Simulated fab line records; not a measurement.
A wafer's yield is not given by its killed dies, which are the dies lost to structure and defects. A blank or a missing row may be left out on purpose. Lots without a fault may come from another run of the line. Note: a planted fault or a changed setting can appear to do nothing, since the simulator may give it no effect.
Split-lot study    flow n5_finfet    21 wafers read from 7 lots, route of 1938 steps

== ABOUT THE SPLIT ==
At N5_MOL_CONTACT_COAG_COAT_77 (time 60 s, resist thk 10 nm), the setting spin_rpm was moved away from the recipe's 1500 rpm on 8 of the 21 wafers read, by -4.1% to +10.8%. This setting was run at the recipe's value on the other wafers.

== FROM THE SPLIT TO THE READING: what the file shows between them, 3 steps ==
- N5_MOL_CONTACT_COAG_COAT_78: resist thk 40 nm
- N5_MOL_CONTACT_COAG_EBR_80
- N5_MOL_CONTACT_COAG_DESCUM_88: chemistry O2, time 7 s

== THE READING ==
etch.depth_nm (the simulator's own value, which no gauge read), in nm, at N5_MOL_CONTACT_COAG_ETCH_89 (etches underlayer in N2/H2, target depth 13 nm, time 10.4 s). The file does not state a usual value for it. Average 9.994 nm, standard deviation 0.026 nm, over the 13 wafers here run with the recipe.

wafer   tool, chamber at the split  spin_rpm as run, rpm  against the recipe  etch.depth_nm, nm  against lot-mates on the recipe
L076.2  litho_track-04, 0           1563                  +4.2%               9.849              -0.191
L076.3  litho_track-04, 0           1563                  +4.2%               9.844              -0.196
L076.4  litho_track-04, 0           1500                  recipe              10.04              -
L078.1  litho_track-02, 0           1500                  recipe              9.985              -
L078.2  litho_track-02, 0           1500                  recipe              9.994              -
L078.5  litho_track-02, 0           1500                  recipe              9.984              -
L079.1  litho_track-04, 0           1439                  -4.1%               10.27              +0.230
L079.3  litho_track-04, 0           1500                  recipe              10.04              -
L079.5  litho_track-04, 0           1439                  -4.1%               10.25              +0.210
L080.3  litho_track-02, 0           1500                  recipe              9.955              -
L080.5  litho_track-02, 0           1500                  recipe              9.981              -
L080.6  litho_track-02, 0           1500                  recipe              9.957              -
L085.2  litho_track-05, 0           1500                  recipe              9.986              -
L085.4  litho_track-05, 0           1500                  recipe              9.997              -
L085.5  litho_track-05, 0           1500                  recipe              9.979              -
L087.1  litho_track-02, 0           1500                  recipe              9.999              -
L087.2  litho_track-02, 0           1587                  +5.8%               9.741              -0.274
L087.6  litho_track-02, 0           1500                  recipe              10.03              -
L091.1  litho_track-02, 0           1662                  +10.8%              9.48               no lot-mate on the recipe
L091.2  litho_track-02, 0           1662                  +10.8%              9.468              no lot-mate on the recipe
L091.4  litho_track-02, 0           1662                  +10.8%              9.508              no lot-mate on the recipe

FIT RESULTS
A straight line over all 21 wafers: etch.depth_nm changes by -0.0486 nm for each +1% of spin_rpm; r = -0.99; the points scatter about the line by 0.034 nm.
The same after taking each lot's own level away (the mean of its wafers on the recipe; 18 wafers): -0.0493 nm for each +1%; r = -1.00; scatter 0.012 nm.
On that fit, the largest move of spin_rpm shifts the reading by 0.53 nm.
The span of the lots' own levels, 9.9643 to 10.0400 nm, comes to 2.9 times the standard deviation stated above.
The two slopes are in agreement: the lot-to-lot level therefore moves the slope only a little.
Check: with one of the wafers moved furthest among these (+5.8%) left out of the fit, the line predicts -0.286 nm for it against its lot-mates. Against them it came out at -0.274 nm.

== THESE WAFERS: OTHER SPLITS ==
Note: prior to the reading, these wafers also went through further splits. Each is held against what the fit with the lots' levels taken away leaves over:
other split on the same wafers                     wafers away from the commonest value  r with etch.depth_nm (lot level and that fit taken away)
N5_PMOS_HMC_CHANNEL_EPI_PEB_07 peb_time_s          3                                     -0.07
N5_PMOS_HMC_CHANNEL_EPI_DEVELOP_08 develop_time_s  8                                     -0.34
N5_DUMMY_GATE_COAT_28 spin_rpm                     9                                     -0.34
N5_SD_EPI_N_COAT_03 spin_rpm                       11                                    -0.04
N5_SD_EPI_N_DESCUM_14 time_s                       6                                     +0.31
N5_HKMG_FIN_COAT_30 spin_rpm                       3                                     +0.00
N5_HKMG_FIN_EXPOSE_09 dose_mj                      4                                     -0.11
N5_MOL_CONTACT_COAG_COAT_58 spin_rpm               9                                     -0.24
N5_MOL_CONTACT_COAG_ALD_27 ald_cycles              8                                     +0.16

== THE WHOLE CHAIN: every reading that the file lists as answering this split, in the file's order ==
step                         what it does                                                 reading                                                                                         change (the file's fit)                 r (the file's)
N5_MOL_CONTACT_COAG_COAT_77  time 60 s, resist thk 10 nm                                  underlayer_of_MOL_CONTACT_COAG_COAT_77.thk_nm (the simulator's own value, which no gauge read)  -0.0415 nm for each +1% of the setting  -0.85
N5_MOL_CONTACT_COAG_ETCH_89  etches underlayer in N2/H2, target depth 13 nm, time 10.4 s  etch.depth_nm (the simulator's own value, which no gauge read)                                  -0.0488 nm for each +1% of the setting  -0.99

== FILE'S OWN FIT ==
etch.depth_nm changes by -0.0488 nm for each +1% of spin_rpm, r = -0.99.
